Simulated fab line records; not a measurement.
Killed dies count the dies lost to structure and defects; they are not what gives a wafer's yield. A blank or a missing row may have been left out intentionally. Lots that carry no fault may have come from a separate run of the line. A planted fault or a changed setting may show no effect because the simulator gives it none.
Which of the tools did it? | flow n5-finfet | 24 lots with 72 wafers sampled at 3 steps, on a route of 1938 steps

## WHAT THE GAUGES SHOWED, per wafer
N5_BEOL_M2_CD_MEAS_18: pitch 36 nm, target cd 18 nm. Usual: cd-nm at 17.9 nm, with a standard deviation of 0.34.
lot  | measured     | on        | cd-nm (nm)     | flag
L074 | day 6 16:42  | cd-sem-03 | 18.1 18.3 18.1 |
L075 | day 6 19:59  | cd-sem-03 | 17.2 18.0 17.8 |
L076 | day 7 04:20  | cd-sem-02 | 18.1 17.6 17.7 |
L077 | day 7 06:59  | cd-sem-02 | 18.2 17.7 17.9 |
L078 | day 7 19:01  | cd-sem-02 | 17.9 17.1 17.7 |
L079 | day 8 00:49  | cd-sem-03 | 17.6 18.7 18.2 |
L080 | day 8 04:14  | cd-sem-02 | 18.1 17.8 18.0 |
L081 | day 8 09:46  | cd-sem-02 | 17.7 17.6 17.6 |
L082 | day 8 23:13  | cd-sem-03 | 18.5 17.6 17.9 |
L083 | day 8 23:55  | cd-sem-01 | 18.0 17.6 17.8 |
L084 | day 9 08:14  | cd-sem-01 | 17.9 17.7 17.6 |
L085 | day 9 16:16  | cd-sem-02 | 17.8 17.8 17.7 |
L086 | day 9 22:06  | cd-sem-01 | 17.9 18.1 17.6 |
L087 | day 10 04:43 | cd-sem-03 | 17.6 17.8 18.2 |
L088 | day 10 09:13 | cd-sem-03 | 18.4 18.3 18.3 |
L089 | day 10 13:22 | cd-sem-02 | 18.7 17.7 18.4 |
L090 | day 10 20:43 | cd-sem-01 | 17.0 17.5 17.9 |
L091 | day 10 21:43 | cd-sem-02 | 18.1 18.4 17.8 |
L092 | day 11 09:27 | cd-sem-03 | 18.1 18.0 17.7 |
L093 | day 11 10:11 | cd-sem-03 | 17.5 18.1 17.5 |
L094 | day 11 19:55 | cd-sem-02 | 18.5 18.4 18.0 |
L095 | day 12 11:31 | cd-sem-01 | 18.0 18.5 18.1 |
L096 | day 12 12:53 | cd-sem-01 | 18.5 17.8 17.5 |
L097 | day 12 17:04 | cd-sem-02 | 18.2 18.0 17.9 |

N5_BEOL_M2_INSPECT_30: inspects for defects (brightfield). Usual: raw-defect-count at 419, with a standard deviation of 93.
lot  | measured     | on                | raw-defect-count | flag
L074 | day 6 17:14  | defect-inspect-01 | 357 408 252      |
L075 | day 6 20:24  | defect-inspect-02 | 338 323 325      |
L076 | day 7 04:52  | defect-inspect-01 | 358 418 314      |
L077 | day 7 07:31  | defect-inspect-02 | 466 335 391      |
L078 | day 7 19:29  | defect-inspect-02 | 563 485 456      |
L079 | day 8 01:13  | defect-inspect-01 | 310 505 403      |
L080 | day 8 04:39  | defect-inspect-01 | 315 356 370      |
L081 | day 8 10:18  | defect-inspect-02 | 418 400 512      |
L082 | day 8 23:46  | defect-inspect-01 | 492 451 347      |
L083 | day 9 00:27  | defect-inspect-02 | 486 705 707      |
L084 | day 9 08:38  | defect-inspect-02 | 563 578 515      |
L085 | day 9 16:41  | defect-inspect-01 | 469 489 362      |
L086 | day 9 22:31  | defect-inspect-01 | 434 389 429      |
L087 | day 10 05:07 | defect-inspect-02 | 460 560 456      |
L088 | day 10 09:46 | defect-inspect-01 | 407 425 468      |
L089 | day 10 13:47 | defect-inspect-01 | 318 264 347      |
L090 | day 10 21:14 | defect-inspect-01 | 407 516 371      |
L091 | day 10 22:07 | defect-inspect-01 | 453 404 445      |
L092 | day 11 09:59 | defect-inspect-01 | 460 433 386      |
L093 | day 11 10:44 | defect-inspect-01 | 357 394 423      |
L094 | day 11 20:28 | defect-inspect-02 | 383 335 402      |
L095 | day 12 12:02 | defect-inspect-02 | 372 557 437      |
L096 | day 12 13:19 | defect-inspect-01 | 309 323 398      |
L097 | day 12 17:36 | defect-inspect-01 | 465 543 405      |

## WHAT TOOL EACH LOT RAN ON (gives the tool, then ch and the chambers of the sampled wafers, and finally the start)
lot  | N5_BEOL_M2_STRIP_66
L074 | rie-diel-02 ch 1,2,3, day 6 16:29
L075 | rie-diel-03 ch 0,1, day 6 19:39
L076 | rie-diel-03 ch 0,2,3, day 7 04:06
L077 | rie-diel-05 ch 0,2,3, day 7 06:46
L078 | rie-diel-03 ch 1,2,3, day 7 18:47
L079 | rie-diel-05 ch 0,2,3, day 8 00:28
L080 | rie-diel-03 ch 0,1,2, day 8 04:01
L081 | rie-diel-05 ch 0,1,2, day 8 09:33
L082 | rie-diel-02 ch 0,1, day 8 22:59
L083 | rie-diel-05 ch 2,3, day 8 23:42
L084 | rie-diel-02 ch 0,3, day 9 08:01
L085 | rie-diel-03 ch 0,1,3, day 9 16:03
L086 | rie-diel-03 ch 0,3, day 9 21:46
L087 | rie-diel-02 ch 0,1,3, day 10 04:25
L088 | rie-diel-05 ch 0,3, day 10 08:59
L089 | rie-diel-03 ch 1,2,3, day 10 13:01
L090 | rie-diel-02 ch 0,3, day 10 20:26
L091 | rie-diel-02 ch 1,2, day 10 21:17
L092 | rie-diel-02 ch 1,2, day 11 09:14
L093 | rie-diel-02 ch 1,3, day 11 09:56
L094 | rie-diel-05 ch 1,2,3, day 11 19:42
L095 | rie-diel-05 ch 1,2,3, day 12 11:07
L096 | rie-diel-05 ch 1,3, day 12 12:40
L097 | rie-diel-03 ch 0,2, day 12 16:50
- N5_BEOL_M2_STRIP_66: strips in CF4.

## WHAT THE TOOLS THEMSELVES READ (means of the sampled wafers that have a number; where no wafer has one, the mark that the record gives instead)
N5_BEOL_M2_STRIP_66. Usual: drypump-motor-current-A 5.9 A, standard deviation 0.42; oes-product-au 0.75 a.u., standard deviation 0.084; rf-vpp-V 270.8 V, standard deviation 1.5; showerhead-plenum-p-Torr 1.78 Torr, standard deviation 0.056; throttle-valve-pct 13.59 %, standard deviation 0.22.
lot  | tool        | drypump-motor-current-A (A) | oes-product-au (a.u.) | rf-vpp-V (V) | showerhead-plenum-p-Torr (Torr) | throttle-valve-pct (%) | flag
L074 | rie-diel-02 | 5.7                         | 0.76                  | 271.6        | 1.79                            | 13.62                  |
L075 | rie-diel-03 | 6.3                         | 0.71                  | 271.3        | 1.78                            | 13.74                  |
L076 | rie-diel-03 | 5.9                         | 0.69                  | 271.1        | 1.78                            | 13.66                  |
L077 | rie-diel-05 | 5.9                         | 0.78                  | 272.1        | 1.82                            | 13.51                  |
L078 | rie-diel-03 | 5.9                         | 0.72                  | 270.6        | 1.78                            | 13.55                  |
L079 | rie-diel-05 | 5.9                         | 0.77                  | 271.6        | 1.82                            | 13.53                  |
L080 | rie-diel-03 | 6.1                         | 0.70                  | 270.7        | 1.78                            | 13.70                  |
L081 | rie-diel-05 | 5.4                         | 0.76                  | 271.4        | 1.81                            | 13.52                  |
L082 | rie-diel-02 | 6.0                         | 0.73                  | 269.4        | 1.71                            | 13.58                  |
L083 | rie-diel-05 | 6.2                         | 0.76                  | 271.0        | 1.81                            | 13.63                  |
L084 | rie-diel-02 | 6.1                         | 0.80                  | 268.7        | 1.71                            | 13.58                  |
L085 | rie-diel-03 | 6.2                         | 0.71                  | 271.4        | 1.78                            | 13.65                  |
L086 | rie-diel-03 | 6.2                         | 0.68                  | 270.3        | 1.77                            | 13.77                  |
L087 | rie-diel-02 | 5.9                         | 0.75                  | 270.0        | 1.74                            | 13.58                  |
L088 | rie-diel-05 | 6.0                         | 0.68                  | 272.1        | 1.84                            | 13.69                  |
L089 | rie-diel-03 | 5.9                         | 0.81                  | 270.8        | 1.77                            | 13.41                  |
L090 | rie-diel-02 | 6.1                         | 0.78                  | 270.3        | 1.71                            | 13.62                  |
L091 | rie-diel-02 | 5.6                         | 0.84                  | 270.2        | 1.79                            | 13.43                  |
L092 | rie-diel-02 | 5.7                         | 0.83                  | 271.6        | 1.79                            | 13.44                  |
L093 | rie-diel-02 | 5.6                         | 0.74                  | 271.1        | 1.81                            | 13.54                  |
L094 | rie-diel-05 | 5.7                         | 0.73                  | 270.8        | 1.80                            | 13.68                  |
L095 | rie-diel-05 | 5.7                         | 0.73                  | 271.1        | 1.80                            | 13.70                  |
L096 | rie-diel-05 | 5.6                         | 0.67                  | 272.0        | 1.82                            | 13.92                  |
L097 | rie-diel-03 | 6.0                         | 0.94                  | 271.1        | 1.77                            | 13.32                  |

## THE ANSWER, worked out from the rows above alone
Rule: lot off if the mean of its wafers having a number is beyond 3 standard deviations from the usual mean. Also off: a lot with no number at a reading for which 4 or more lots have one. The other lots that the step has rows for count as sound. The gauges are gone through in route order, then the tools' own readings, and for those a lot's mean is taken as printed above. At the first step where some lot is off, the reading lying furthest off is the one used; lots without a number count as furthest.
None of the lots is off at any reading shown; this tells nothing.

## WHAT HAD BEEN PUT IN BY THE SIMULATOR
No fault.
